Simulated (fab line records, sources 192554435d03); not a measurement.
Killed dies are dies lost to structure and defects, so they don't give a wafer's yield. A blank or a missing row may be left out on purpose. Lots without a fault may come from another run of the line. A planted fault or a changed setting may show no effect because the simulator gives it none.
fab line records | flow n5_finfet
record lots=22 wafers=66 last_day=18
route steps=1938 shown BEOL_M11@1597 BEOL_M12@1618
lots that met no fault: from a run of the same line without faults
start_h: hours from the record's first day to the start of the lot's first wafer shown | wait_h: hours since the lot's step before | " the same as in the row above | L1.1+2: a row that stands for several wafers | - no value, or no start given | * or withheld: withheld | < > ~ a bound
route shown NAME@n: a module of which the file shows steps, and the number in the route of the first | usual: mean/standard deviation of fault-free wafers | same: alike in all rows | chamber/n: place in a boat | sites: the reading at each site | _std_site: their standard deviation | _edge_site: outer sites' mean less inner sites' | radius_mm: how far each site lies from the wafer's centre | mask NAME#n: copy n | behind: the tool/chamber that last shaped the wafer | hold: why the lot was held/for how many hours/how that ended | device: the transistor (n, p or np) that didn't switch | end of line: the same wafers' tests at the end of the route | a step without rows: its recipe alone | killed: dies lost to structure and defects at the first sort, not the wafer's yield | map: a wafer's dies, x killed, . not, _ none there
set.NAME: the setting as run; set.NAME@STEP: as run at that earlier step | model.NAME: the simulator's own value behind a step, which no gauge read
steps of the route over a sample of lots; a table a step, a row a wafer
services: from which hour (start_h, from the record's first day; less than 0 if before it) a tool's chamber was out of use, for how many hours, and why
## steps
# step N5_BEOL_M11_THK_MEAS_53
# recipe thk_meas_gauge=xrf reads=Cu_of_BEOL_M11_ECD_50
# usual M11_THK=137/3.1
# columns lot.wafer tool chamber start_h wait_h M11_THK[nm]
L074.3 film_metro-02 - 239.16 - 144
L074.5 " - " " 136
L074.6 " - " " 144
L075.1 film_metro-02 - 240.36 - 135
L075.3 " - " " 133
L075.5 " - " " 137
L076.2 film_metro-01 - 257.90 - 137
L076.4 " - " " 134
L076.5 " - " " 138
L078.4 film_metro-02 - 260.55 - 135
L078.5 " - " " 135
L078.6 " - " " 139
L077.1 film_metro-01 - 262.57 - 140
L077.4 " - " " 135
L077.5 " - " " 140
L079.4 film_metro-01 - 266.83 - 138
L079.5 " - " " 135
L079.6 " - " " 139
L080.2 film_metro-02 - 274.20 - 139
L080.3 " - " " 134
L080.6 " - " " 135
L081.2 film_metro-02 - 274.49 - 136
L081.3 " - " " 143
L081.5 " - " " 136
L082.2 film_metro-02 - 282.89 - 139
L082.3 " - " " 132
L082.4 " - " " 134
L083.2 film_metro-02 - 298.89 - 136
L083.4 " - " " 133
L083.6 " - " " 141
L085.3 film_metro-02 - 305.87 - 135
L085.4 " - " " 138
L085.6 " - " " 134
L084.1 film_metro-02 - 306.24 - 138
L084.2 " - " " 140
L084.3 " - " " 134
L086.1 film_metro-02 - 313.11 - 133
L086.5 " - " " 135
L086.6 " - " " 132
L087.1 film_metro-02 - 331.23 - 135
L087.2 " - " " 136
L087.3 " - " " 135
L088.2 film_metro-02 - 333.89 - 131
L088.3 " - " " 135
L088.6 " - " " 136
L089.1 film_metro-01 - 339.44 - 140
L089.2 " - " " 142
L089.5 " - " " 141
L090.3 film_metro-01 - 349.76 - 143
L090.5 " - " " 140
L090.6 " - " " 143
L093.1 film_metro-02 - 360.43 - 134
L093.3 " - " " 132
L093.4 " - " " 135
L091.1 film_metro-02 - 361.15 - 139
L091.3 " - " " 131
L091.5 " - " " 133
L094.1 film_metro-02 - 368.08 - 139
L094.4 " - " " 138
L094.5 " - " " 141
L096.2 film_metro-02 - 381.76 - 141
L096.3 " - " " 140
L096.5 " - " " 142
L097.3 film_metro-02 - 382.17 - 139
L097.5 " - " " 139
L097.6 " - " " 138
# step N5_BEOL_M12_STRIP_63
# recipe chemistry=N2/H2 power_w=1000 temp_c=250 h2_frac=0.65 overash_fraction=0.3 pressure_mtorr=1000 n2_flow_sccm=1750 h2_flow_sccm=3250
# usual chamber_pressure_mTorr=1000.0/0.94 drypump_motor_current_A=5.89/0.28 heater_power_w=331/20 n2_flow_sccm=1750/5.6 oes_product_au=0.693/0.0047 strip_time_to_endpoint_s=42.5/1
# columns lot.wafer tool chamber start_h wait_h chamber_pressure_mTorr drypump_motor_current_A heater_power_w n2_flow_sccm oes_product_au rf_hours_counter_h strip_time_to_endpoint_s
L074.3 plasma_asher-01 1 240.37 - 1000.2 6.26 294 1751 0.692 - 42.1
L074.5 " 1 " " 999.5 6.28 299 1756 0.685 - 40.4
L074.6 " 0 " " 998.9 5.89 342 1745 0.689 - 40.8
L075.1 plasma_asher-02 1 241.86 - 998.7 5.51 336 1751 0.691 67 43.5
L075.3 " 1 " " 999.4 5.49 330 1754 0.696 - 43.0
L075.5 " 1 " " 999.5 5.50 333 1753 0.686 - 42.0
L076.2 plasma_asher-02 1 258.98 - 1000.4 5.50 323 1756 0.696 71 44.1
L076.4 " 0 " " 999.9 5.95 335 1766 0.697 - 41.6
L076.5 " 1 " " 1001.4 5.48 330 1757 0.704 - 43.3
L078.4 plasma_asher-02 1 261.69 - 1001.8 5.50 336 1754 0.701 - 43.8
L078.5 " 0 " " 1000.0 5.94 346 1746 0.696 - 41.4
L078.6 " 1 " " 999.7 5.49 334 1745 0.684 - 41.1
L077.1 plasma_asher-02 1 263.64 - 1000.1 5.50 327 1753 0.694 73 44.2
L077.4 " 1 " " 1000.8 5.50 335 1747 0.697 - 41.0
L077.5 " 1 " " 999.8 5.49 329 1749 0.692 - 42.0
L079.4 plasma_asher-02 1 268.08 - 1000.0 5.48 334 1746 0.699 - 44.1
L079.5 " 1 " " 1000.2 5.48 337 1749 0.691 - 43.8
L079.6 " 0 " " 1000.7 5.95 342 1740 0.694 - 41.1
L080.2 plasma_asher-02 0 275.90 - 998.6 5.95 344 1745 0.686 79 43.6
L080.3 " 1 " " 1000.1 5.50 334 1756 0.691 - 45.4
L080.6 " 0 " " 998.8 5.93 345 1755 0.688 - 42.0
L081.2 plasma_asher-02 0 276.02 - 1000.7 5.96 339 1756 0.695 79 42.5
L081.3 " 0 " " 1000.7 5.96 349 1742 0.701 - 42.8
L081.5 " 1 " " 999.8 5.49 330 1753 0.689 - 41.5
L082.2 plasma_asher-01 0 283.89 - 1000.6 5.84 353 1751 0.691 126 41.7
L082.3 " 0 " " 1000.3 5.89 341 1746 0.690 - 41.7
L082.4 " 1 " " 999.5 6.29 300 1754 0.699 - 41.4
L083.2 plasma_asher-02 1 300.01 - 1000.1 5.50 331 1755 0.703 83 41.7
L083.4 " 1 " " 999.4 5.49 326 1747 0.695 - 42.8
L083.6 " 0 " " 1001.5 5.95 352 1744 0.694 - 41.9
L085.3 plasma_asher-02 0 307.02 - 999.3 5.98 343 1749 0.693 - 42.6
L085.4 " 1 " " 1000.5 5.50 334 1757 0.693 - 43.8
L085.6 " 1 " " 1000.2 5.50 339 1752 0.692 - 41.8
L084.1 plasma_asher-01 0 307.24 - 1000.6 5.89 350 1752 0.700 130 43.5
L084.2 " 1 " " 1000.1 6.28 298 1746 0.696 130 43.4
L084.3 " 0 " " 1000.2 5.92 346 1754 0.688 - 42.3
L086.1 plasma_asher-01 1 314.11 - 999.8 6.26 295 1751 0.699 131 43.0
L086.5 " 0 " " 1001.4 5.90 346 1747 0.698 - 42.4
L086.6 " 1 " " 1000.4 6.26 294 1751 0.688 - 41.7
L087.1 plasma_asher-01 0 332.39 - 1000.1 5.90 353 1748 0.691 135 42.0
L087.2 " 1 " " 998.3 6.29 290 1749 0.689 135 43.6
L087.3 " 1 " " 998.7 6.30 298 1755 0.686 - 42.7
L088.2 plasma_asher-01 1 335.01 - 1000.4 6.25 293 1758 0.688 136 41.9
L088.3 " 0 " " 1000.2 5.89 352 1749 0.688 - 43.5
L088.6 " 1 " " 1001.5 6.27 292 1766 0.692 - 42.4
L089.1 plasma_asher-02 1 340.44 - 1000.2 5.50 334 1751 0.704 89 44.2
L089.2 " 0 " " 1001.0 5.96 355 1750 0.700 89 43.4
L089.5 " 0 " " 1000.2 5.96 336 1751 0.695 - 43.4
L090.3 plasma_asher-02 0 350.90 - 1001.5 5.92 339 1751 0.692 - 43.5
L090.5 " 0 " " 1000.5 5.94 339 1755 0.689 - 39.7
L090.6 " 1 " " 1001.7 5.48 327 1746 0.693 - 41.4
L093.1 plasma_asher-01 0 361.43 - 1001.2 5.90 367 1752 0.695 142 42.5
L093.3 " 0 " " 1000.7 5.90 349 1751 0.689 - 42.5
L093.4 " 1 " " 1000.0 6.27 296 1744 0.698 - 40.7
L091.1 plasma_asher-01 0 362.37 - 1001.4 5.91 347 1754 0.697 142 43.1
L091.3 " 1 " " 999.6 6.28 299 1743 0.694 - 42.5
L091.5 " 0 " " 1000.6 5.91 347 1753 0.697 - 41.7
L094.1 plasma_asher-01 0 369.07 - 999.1 5.89 356 1744 0.690 143 43.1
L094.4 " 1 " " 999.8 6.26 299 1749 0.691 - 41.5
L094.5 " 0 " " 999.1 5.86 345 1739 0.691 - 41.1
L096.2 plasma_asher-02 1 382.91 - 1000.7 5.49 338 1743 0.699 99 43.6
L096.3 " 0 " " 999.5 5.95 341 1752 0.695 - 43.3
L096.5 " 1 " " 999.5 5.49 330 1750 0.696 - 43.8
L097.3 plasma_asher-01 1 383.48 - 1000.5 6.27 299 1744 0.688 - 41.4
L097.5 " 0 " " 1000.2 5.89 353 1748 0.701 - 41.7
L097.6 " 1 " " 999.8 6.27 296 1749 0.693 - 41.8
# step N5_BEOL_M12_ETCH_68
# recipe chemistry=N2/H2 target=SOC mask_material=SiARC source_w=3000 bias_w=350 temp_c=40 time_s=285 ion_energy_ev=200 pressure_mtorr=30 n2_flow_sccm=200 h2_flow_sccm=200
# usual chamber_pressure_mTorr=29.996/0.029 drypump_motor_current_A=5.64/0.3 n2_flow_sccm=200.0/0.61 oes_product_au=0.80/0.062 rf_vpp_V=524.0/2.8 showerhead_plenum_p_Torr=2.55/0.099 throttle_valve_pct=17.75/0.27
# same time_s=285
# columns lot.wafer tool chamber start_h wait_h chamber_pressure_mTorr drypump_motor_current_A n2_flow_sccm oes_product_au rf_hours_counter_h rf_vpp_V showerhead_plenum_p_Torr throttle_valve_pct
L074.3 rie_diel-01 0 241.19 0.1 29.980 5.70 200.1 0.81 74 523.5 2.50 18.00
L074.5 " 3 " " 29.978 5.54 200.4 0.94 - 528.0 2.70 17.20
L074.6 " 2 " " 30.052 5.82 199.4 0.74 - 521.1 2.43 17.69
L075.1 rie_diel-02 0 243.01 0.1 30.014 5.98 200.3 0.83 97 525.1 2.59 17.99
L075.3 " 1 " " 29.987 5.57 198.7 0.89 39 528.9 2.72 17.51
L075.5 " 0 " " 29.983 5.97 201.3 0.83 - 524.5 2.59 17.96
L076.2 rie_diel-02 3 260.26 0.1 30.056 6.10 199.9 0.69 215 523.5 2.50 17.51
L076.4 " 0 " " 29.980 5.97 199.4 0.83 103 524.2 2.59 17.96
L076.5 " 0 " " 29.991 6.00 199.2 0.81 - 524.9 2.59 17.97
L078.4 rie_diel-02 1 262.59 0.1 29.958 5.61 199.8 0.88 44 526.9 2.71 17.48
L078.5 " 3 " " 29.967 6.14 199.9 0.70 - 521.5 2.50 17.50
L078.6 " 2 " " 29.964 5.38 199.9 0.86 - 521.2 2.50 17.49
L077.1 rie_diel-06 3 264.57 0.1 29.983 5.25 199.1 0.80 95 521.3 2.45 18.08
L077.4 " 1 " " 30.006 5.98 200.1 0.85 79 529.6 2.68 17.45
L077.5 " 2 " " 29.994 5.14 201.6 0.84 - 524.5 2.56 17.62
L079.4 rie_diel-06 1 269.00 0.1 29.995 5.96 199.7 0.85 80 526.8 2.68 17.44
L079.5 " 3 " " 29.959 5.27 200.6 0.80 - 522.2 2.45 18.07
L079.6 " 0 " " 29.975 5.71 199.9 0.71 - 521.6 2.41 18.12
L080.2 rie_diel-06 3 276.93 0.1 30.009 5.26 200.2 0.80 100 521.9 2.45 18.08
L080.3 " 0 " " 30.043 5.73 199.9 0.71 196 519.7 2.41 18.12
L080.6 " 1 " " 29.986 5.99 200.0 0.84 - 527.7 2.68 17.45
L081.2 rie_diel-02 3 277.08 0.1 30.040 6.11 199.9 0.70 221 522.3 2.49 17.53
L081.3 " 0 " " 29.965 5.97 200.4 0.82 109 524.1 2.58 17.97
L081.5 " 1 " " 30.006 5.52 200.1 0.88 - 527.8 2.71 17.51
L082.2 rie_diel-01 2 284.93 0.1 30.035 5.84 199.7 0.72 168 521.3 2.43 17.73
L082.3 " 3 " " 29.984 5.53 199.3 0.91 32 528.4 2.70 17.22
L082.4 " 0 " " 29.982 5.71 200.2 0.79 91 521.4 2.49 18.04
L083.2 rie_diel-06 2 300.81 0.1 30.004 5.16 199.8 0.83 75 525.4 2.55 17.66
L083.4 " 1 " " 30.002 5.97 200.4 0.83 89 528.3 2.68 17.46
L083.6 " 2 " " 29.980 5.16 200.5 0.83 - 525.4 2.55 17.67
L085.3 rie_diel-02 2 307.81 0.1 29.989 5.36 199.8 0.84 64 521.0 2.50 17.50
L085.4 " 1 " " 29.967 5.55 201.2 0.87 60 529.5 2.71 17.52
L085.6 " 1 " " 30.002 5.57 201.0 0.87 - 528.6 2.71 17.53
L084.1 rie_diel-06 1 308.17 0.1 29.994 5.96 199.8 0.84 92 527.3 2.67 17.46
L084.2 " 2 " " 30.019 5.15 201.4 0.83 78 523.7 2.55 17.66
L084.3 " 3 " " 29.958 5.27 199.5 0.79 110 522.3 2.45 18.08
L086.1 rie_diel-01 0 315.04 0.1 29.990 5.66 199.9 0.79 100 521.1 2.49 18.04
L086.5 " 1 " " 30.027 5.58 200.5 0.87 - 524.4 2.63 17.92
L086.6 " 2 " " 29.968 5.84 199.9 0.72 - 521.6 2.42 17.74
L087.1 rie_diel-01 0 333.20 0.1 29.938 5.72 201.0 0.78 106 520.6 2.49 18.06
L087.2 " 2 " " 30.003 5.83 200.5 0.71 182 520.5 2.42 17.76
L087.3 " 1 " " 30.019 5.53 199.1 0.86 58 523.8 2.63 17.94
L088.2 rie_diel-06 0 336.08 0.1 29.930 5.71 198.4 0.70 213 520.5 2.41 18.15
L088.3 " 3 " " 30.007 5.28 200.2 0.79 120 522.0 2.44 18.11
L088.6 " 2 " " 29.997 5.17 199.1 0.82 - 525.8 2.55 17.68
L089.1 rie_diel-06 1 341.24 0.1 30.001 5.93 199.5 0.82 102 528.7 2.67 17.47
L089.2 " 0 " " 29.985 5.71 200.3 0.70 215 520.3 2.40 18.15
L089.5 " 2 " " 29.988 5.12 201.0 0.81 - 523.9 2.54 17.67
L090.3 rie_diel-02 1 351.81 0.1 29.962 5.58 201.0 0.83 75 527.7 2.70 17.54
L090.5 " 1 " " 29.980 5.57 199.3 0.83 - 528.0 2.70 17.54
L090.6 " 0 " " 30.017 5.96 200.9 0.80 - 524.1 2.57 18.02
L093.1 rie_diel-01 0 362.37 0.1 29.948 5.69 200.0 0.76 118 520.7 2.48 18.08
L093.3 " 2 " " 29.932 5.83 200.5 0.71 192 520.2 2.42 17.75
L093.4 " 1 " " 29.993 5.49 199.9 0.84 68 525.3 2.62 17.96
L091.1 rie_diel-01 0 363.33 0.1 29.945 5.73 200.2 0.76 118 521.9 2.48 18.08
L091.3 " 3 " " 30.013 5.49 199.1 0.87 59 528.0 2.69 17.27
L091.5 " 0 " " 29.987 5.71 200.2 0.76 - 521.8 2.48 18.08
L094.1 rie_diel-02 2 369.88 0.1 30.029 5.38 199.6 0.82 85 519.8 2.49 17.54
L094.4 " 0 " " 29.986 5.99 200.9 0.78 - 524.4 2.57 18.02
L094.5 " 2 " " 29.983 5.36 199.9 0.82 - 522.0 2.49 17.54
L096.2 rie_diel-06 3 384.09 0.1 30.014 5.25 200.4 0.77 138 522.5 2.44 18.14
L096.3 " 2 " " 29.955 5.15 200.8 0.80 106 523.6 2.54 17.73
L096.5 " 0 " " 29.996 5.71 199.4 0.70 - 519.4 2.40 18.19
L097.3 rie_diel-02 0 384.55 0.1 30.021 5.97 200.0 0.76 146 525.5 2.57 18.04
L097.5 " 0 " " 30.001 5.96 199.8 0.77 - 523.8 2.57 18.04
L097.6 " 2 " " 29.994 5.37 200.7 0.80 - 521.6 2.48 17.56
# step N5_BEOL_M12_TRENCH_ETCH_34
# recipe chemistry=C4F8/O2/Ar target=SiOC target_depth_a=3189.5 mask_material=SOC pressure_mtorr=30 source_w=3000 bias_w=700 Ar_flow_sccm=400 C4F8_flow_sccm=15 O2_flow_sccm=8 he_inner_torr=15 he_outer_torr=30 time_s=125.5 ion_energy_ev=250
# usual chamber_pressure_mTorr=30.000/0.028 drypump_motor_current_A=5.64/0.3 mfc_ar_sccm=399.9/1.2 oes_product_au=0.80/0.063 rf_vpp_V=666/3.4 showerhead_plenum_p_Torr=3.41/0.12 throttle_valve_pct=24.1/0.32
# same time_s=125.5
# columns lot.wafer tool chamber start_h wait_h chamber_pressure_mTorr drypump_motor_current_A mfc_ar_sccm oes_product_au rf_hours_counter_h rf_vpp_V showerhead_plenum_p_Torr throttle_valve_pct
L074.3 rie_diel-01 0 241.37 0.0 30.032 5.69 400.1 0.80 74 662 3.33 24.3
L074.5 " 3 " " 30.004 5.50 401.5 0.94 - 671 3.62 23.7
L074.6 " 2 " " 30.003 5.86 401.9 0.74 - 662 3.31 24.2
L075.1 rie_diel-02 0 243.19 0.0 30.017 5.98 400.4 0.82 97 665 3.43 24.2
L075.3 " 1 " " 30.026 5.55 401.7 0.89 40 672 3.62 23.9
L075.5 " 0 " " 29.989 5.98 399.2 0.83 - 668 3.43 24.2
L076.2 rie_diel-02 3 260.44 0.0 29.972 6.10 401.4 0.70 215 664 3.34 23.8
L076.4 " 0 " " 29.971 5.96 401.0 0.82 103 668 3.42 24.2
L076.5 " 0 " " 29.935 5.96 401.4 0.82 - 665 3.42 24.2
L078.4 rie_diel-02 1 262.78 0.0 29.983 5.56 399.5 0.89 45 671 3.61 23.9
L078.5 " 3 " " 30.032 6.11 398.6 0.69 - 664 3.34 23.8
L078.6 " 2 " " 30.011 5.35 400.7 0.85 - 662 3.30 23.6
L077.1 rie_diel-06 3 264.75 0.0 30.018 5.31 399.0 0.81 95 662 3.36 24.8
L077.4 " 1 " " 29.930 5.98 401.8 0.85 79 669 3.61 24.0
L077.5 " 2 " " 30.030 5.14 400.0 0.86 - 667 3.44 24.1
L079.4 rie_diel-06 1 269.18 0.0 29.998 6.01 401.1 0.86 81 669 3.61 24.0
L079.5 " 3 " " 29.997 5.28 399.3 0.80 - 663 3.36 24.8
L079.6 " 0 " " 30.023 5.72 399.1 0.72 - 661 3.24 24.5
L080.2 rie_diel-06 3 277.12 0.0 30.056 5.29 401.6 0.80 100 663 3.35 24.8
L080.3 " 0 " " 30.042 5.71 400.5 0.72 196 662 3.23 24.5
L080.6 " 1 " " 30.015 6.00 401.5 0.85 - 670 3.61 24.0
L081.2 rie_diel-02 3 277.27 0.0 29.971 6.13 401.1 0.70 222 665 3.34 23.8
L081.3 " 0 " " 30.015 5.96 400.4 0.81 109 667 3.42 24.2
L081.5 " 1 " " 30.013 5.53 400.0 0.88 - 671 3.61 23.9
L082.2 rie_diel-01 2 285.11 0.0 29.989 5.85 398.4 0.73 168 661 3.30 24.2
L082.3 " 3 " " 29.991 5.54 400.9 0.91 32 672 3.61 23.7
L082.4 " 0 " " 30.050 5.72 398.7 0.79 91 663 3.32 24.3
L083.2 rie_diel-06 2 300.99 0.0 30.013 5.13 400.0 0.82 75 666 3.44 24.2
L083.4 " 1 " " 30.039 5.99 399.8 0.83 89 669 3.61 24.0
L083.6 " 2 " " 30.003 5.14 398.3 0.82 - 667 3.44 24.2
L085.3 rie_diel-02 2 307.99 0.0 30.024 5.36 400.6 0.84 64 664 3.29 23.6
L085.4 " 1 " " 29.994 5.59 397.9 0.86 60 670 3.61 23.9
L085.6 " 1 " " 30.019 5.59 398.9 0.85 - 672 3.61 23.9
L084.1 rie_diel-06 1 308.35 0.0 30.043 5.96 401.2 0.84 92 671 3.61 24.0
L084.2 " 2 " " 30.000 5.18 399.2 0.82 78 667 3.44 24.2
L084.3 " 3 " " 29.991 5.27 400.5 0.80 110 663 3.35 24.8
L086.1 rie_diel-01 0 315.22 0.0 30.025 5.69 399.3 0.79 100 663 3.32 24.3
L086.5 " 1 " " 30.048 5.54 398.4 0.89 - 669 3.43 23.8
L086.6 " 2 " " 29.929 5.86 400.3 0.72 - 661 3.30 24.2
L087.1 rie_diel-01 0 333.38 0.0 29.978 5.72 401.5 0.78 106 663 3.32 24.3
L087.2 " 2 " " 29.997 5.83 399.0 0.72 182 661 3.30 24.2
L087.3 " 1 " " 30.025 5.54 400.1 0.87 58 666 3.42 23.8
L088.2 rie_diel-06 0 336.26 0.0 30.010 5.71 400.0 0.70 213 661 3.23 24.5
L088.3 " 3 " " 29.964 5.28 399.8 0.79 120 663 3.34 24.8
L088.6 " 2 " " 30.013 5.13 400.2 0.82 - 668 3.43 24.2
L089.1 rie_diel-06 1 341.42 0.0 30.031 6.00 399.9 0.83 102 669 3.60 24.1
L089.2 " 0 " " 29.992 5.72 400.0 0.70 215 661 3.22 24.5
L089.5 " 2 " " 29.978 5.14 400.5 0.81 - 666 3.43 24.2
L090.3 rie_diel-02 1 351.99 0.0 30.023 5.57 399.5 0.84 75 670 3.60 24.0
L090.5 " 1 " " 30.059 5.59 399.1 0.84 - 670 3.60 24.0
L090.6 " 0 " " 29.994 5.97 400.4 0.78 - 665 3.41 24.2
L093.1 rie_diel-01 0 362.55 0.0 30.010 5.77 398.8 0.77 118 662 3.31 24.3
L093.3 " 2 " " 29.989 5.83 400.8 0.71 192 661 3.29 24.2
L093.4 " 1 " " 29.996 5.50 399.7 0.84 68 666 3.42 23.8
L091.1 rie_diel-01 0 363.51 0.0 29.995 5.74 400.5 0.77 118 661 3.31 24.3
L091.3 " 3 " " 29.968 5.52 400.8 0.87 59 673 3.60 23.7
L091.5 " 0 " " 30.028 5.73 400.5 0.76 - 663 3.31 24.4
L094.1 rie_diel-02 2 370.06 0.0 30.008 5.34 401.1 0.81 85 663 3.28 23.7
L094.4 " 0 " " 29.980 5.98 399.2 0.78 - 665 3.41 24.2
L094.5 " 2 " " 29.965 5.34 398.7 0.81 - 663 3.28 23.7
L096.2 rie_diel-06 3 384.27 0.0 30.030 5.26 399.6 0.76 138 661 3.33 24.8
L096.3 " 2 " " 29.999 5.14 400.2 0.80 106 667 3.42 24.2
L096.5 " 0 " " 29.988 5.73 400.8 0.69 - 661 3.22 24.5
L097.3 rie_diel-02 0 385.86 0.0 29.972 5.97 400.1 0.77 146 665 3.40 24.2
L097.5 " 0 " " 29.945 5.97 400.4 0.77 - 667 3.40 24.3
L097.6 " 2 " " 29.978 5.39 402.3 0.80 - 664 3.27 23.7
# step N5_BEOL_M12_DEGAS_41
# recipe ambient=vacuum temp_c=250 time_s=60
# usual heater_power_w=345/49
# same time_s=60
# columns lot.wafer tool chamber start_h wait_h heater_power_w
L074.3 pvd_sputter-01 - 242.66 0.3 298
L074.5 " - " " 377
L074.6 " - " " 301
L075.1 pvd_sputter-02 - 246.08 0.2 324
L075.3 " - " " 302
L075.5 " - " " 309
L076.2 pvd_sputter-02 - 265.43 0.3 294
L076.4 " - " " 306
L076.5 " - " " 451
L078.4 pvd_sputter-03 - 265.45 0.2 354
L078.5 " - " " 352
L078.6 " - " " 303
L077.1 pvd_sputter-02 - 266.01 0.2 293
L077.4 " - " " 312
L077.5 " - " " 455
L079.4 pvd_sputter-02 - 273.09 0.2 460
L079.5 " - " " 451
L079.6 " - " " 303
L080.2 pvd_sputter-02 - 279.57 0.2 295
L080.3 " - " " 320
L080.6 " - " " 301
L081.2 pvd_sputter-01 - 282.99 0.6 357
L081.3 " - " " 374
L081.5 " - " " 376
L082.2 pvd_sputter-01 - 289.49 0.3 354
L082.3 " - " " 297
L082.4 " - " " 358
L083.2 pvd_sputter-02 - 304.29 0.7 299
L083.4 " - " " 450
L083.6 " - " " 297
L085.3 pvd_sputter-02 - 309.42 0.1 290
L085.4 " - " " 318
L085.6 " - " " 301
L084.1 pvd_sputter-03 - 309.76 0.2 299
L084.2 " - " " 350
L084.3 " - " " 349
L086.1 pvd_sputter-02 - 316.13 0.2 301
L086.5 " - " " 306
L086.6 " - " " 466
L087.1 pvd_sputter-01 - 337.27 0.2 373
L087.2 " - " " 296
L087.3 " - " " 357
L088.2 pvd_sputter-03 - 337.63 0.2 354
L088.3 " - " " 304
L088.6 " - " " 304
L089.1 pvd_sputter-02 - 344.43 0.7 286
L089.2 " - " " 454
L089.5 " - " " 305
L090.3 pvd_sputter-02 - 354.06 0.0 462
L090.5 " - " " 454
L090.6 " - " " 291
L093.1 pvd_sputter-03 - 363.57 0.3 342
L093.3 " - " " 350
L093.4 " - " " 299
L091.1 pvd_sputter-01 - 364.18 0.0 299
L091.3 " - " " 350
L091.5 " - " " 371
L094.1 pvd_sputter-03 - 371.36 0.1 344
L094.4 " - " " 293
L094.5 " - " " 347
L096.2 pvd_sputter-01 - 385.93 0.6 294
L096.3 " - " " 367
L096.5 " - " " 354
L097.3 pvd_sputter-03 - 389.14 0.2 293
L097.5 " - " " 360
L097.6 " - " " 364
# step N5_BEOL_M12_SPUTTER_45
# recipe material=Cu target_thk_a=800 temp_c=-20 bias_v=60 power_w=26000 chamber_pressure_pa=0.13 time_s=13.33
# usual bias_v=60.0/0.67 cathode_dc_power_W=25999/4.8 throttle_valve_pct=29.5/1.2
# same time_s=13.33
# columns lot.wafer tool chamber start_h wait_h bias_v cathode_dc_power_W throttle_valve_pct
L074.3 pvd_sputter-01 - 242.90 0.0 60.6 25999 30.8
L074.5 " - " " 60.6 26000 29.3
L074.6 " - " " 60.2 26004 30.7
L075.1 pvd_sputter-02 - 246.32 0.0 59.5 26002 30.8
L075.3 " - " " 58.9 25999 28.9
L075.5 " - " " 59.3 25992 28.9
L076.2 pvd_sputter-02 - 265.67 0.0 59.1 25994 28.8
L076.4 " - " " 60.0 25996 29.0
L076.5 " - " " 59.8 26003 28.0
L078.4 pvd_sputter-03 - 265.69 0.0 59.5 26001 29.5
L078.5 " - " " 60.4 25999 31.4
L078.6 " - " " 60.0 26001 29.0
L077.1 pvd_sputter-02 - 266.25 0.0 58.7 26006 28.8
L077.4 " - " " 60.5 25997 30.7
L077.5 " - " " 58.9 25997 28.4
L079.4 pvd_sputter-02 - 273.33 0.0 59.2 25998 28.3
L079.5 " - " " 58.8 25992 28.1
L079.6 " - " " 60.6 26008 29.0
L080.2 pvd_sputter-02 - 279.81 0.0 58.9 25993 29.2
L080.3 " - " " 60.5 26002 30.6
L080.6 " - " " 59.3 26001 29.1
L081.2 pvd_sputter-01 - 283.23 0.0 60.9 26000 28.1
L081.3 " - " " 59.7 25994 28.7
L081.5 " - " " 59.7 25996 28.5
L082.2 pvd_sputter-01 - 289.73 0.0 60.2 26006 28.1
L082.3 " - " " 59.8 26000 31.0
L082.4 " - " " 59.8 26004 28.5
L083.2 pvd_sputter-02 - 304.53 0.0 61.0 26012 28.8
L083.4 " - " " 59.1 25997 28.2
L083.6 " - " " 60.1 26006 29.0
L085.3 pvd_sputter-02 - 309.66 0.0 60.4 25994 28.9
L085.4 " - " " 59.8 26004 30.7
L085.6 " - " " 60.9 25996 28.7
L084.1 pvd_sputter-03 - 310.00 0.0 60.3 25998 28.8
L084.2 " - " " 60.4 25994 29.4
L084.3 " - " " 60.2 25995 31.4
L086.1 pvd_sputter-02 - 316.37 0.0 60.2 26002 28.9
L086.5 " - " " 60.9 26002 29.0
L086.6 " - " " 60.1 26004 28.2
L087.1 pvd_sputter-01 - 337.51 0.0 60.4 26005 28.4
L087.2 " - " " 59.5 26002 31.1
L087.3 " - " " 61.0 26000 28.3
L088.2 pvd_sputter-03 - 337.87 0.0 59.9 26006 31.8
L088.3 " - " " 60.1 26001 29.1
L088.6 " - " " 59.5 26000 28.8
L089.1 pvd_sputter-02 - 344.67 0.0 60.3 26003 28.9
L089.2 " - " " 60.1 26002 28.3
L089.5 " - " " 60.7 26004 28.9
L090.3 pvd_sputter-02 - 354.30 0.0 60.3 26000 28.3
L090.5 " - " " 61.2 25999 28.0
L090.6 " - " " 60.5 25996 28.5
L093.1 pvd_sputter-03 - 363.81 0.0 59.7 25998 29.5
L093.3 " - " " 60.2 25995 31.9
L093.4 " - " " 59.8 26007 28.8
L091.1 pvd_sputter-01 - 364.42 0.0 60.9 25996 30.9
L091.3 " - " " 59.6 25999 28.1
L091.5 " - " " 59.5 26006 28.6
L094.1 pvd_sputter-03 - 371.60 0.0 60.4 25993 29.1
L094.4 " - " " 60.4 25998 28.7
L094.5 " - " " 59.5 26004 29.6
L096.2 pvd_sputter-01 - 386.17 0.0 59.2 25993 30.9
L096.3 " - " " 59.6 26002 28.6
L096.5 " - " " 61.2 26003 27.8
L097.3 pvd_sputter-03 - 389.38 0.0 59.6 25996 28.9
L097.5 " - " " 59.9 25992 31.5
L097.6 " - " " 60.0 26003 31.9
## services
# columns tool chamber start_h hours kind
rie_diel-02 2 227.14 8.3 repair
plasma_asher-01 - 251.89 25.3 repair
rie_diel-06 1 284.61 7.2 repair
pvd_sputter-01 - 305.83 20.9 repair
rie_diel-06 0 306.58 3.3 repair
rie_diel-02 - 325.71 1.2 repair
plasma_asher-02 - 327.76 7.0 repair
rie_diel-02 0 334.02 2.4 repair
rie_diel-06 0 342.52 8.6 repair
pvd_sputter-02 - 349.46 4.3 repair
rie_diel-02 1 365.64 5.6 repair
rie_diel-02 3 371.26 - clean
rie_diel-02 3 371.26 - consumable_replace:focus_ring
rie_diel-02 3 371.26 18.0 scheduled_down
rie_diel-02 3 371.26 18.0 vent_cycle
rie_diel-01 2 389.36 7.1 repair
## key
fault none
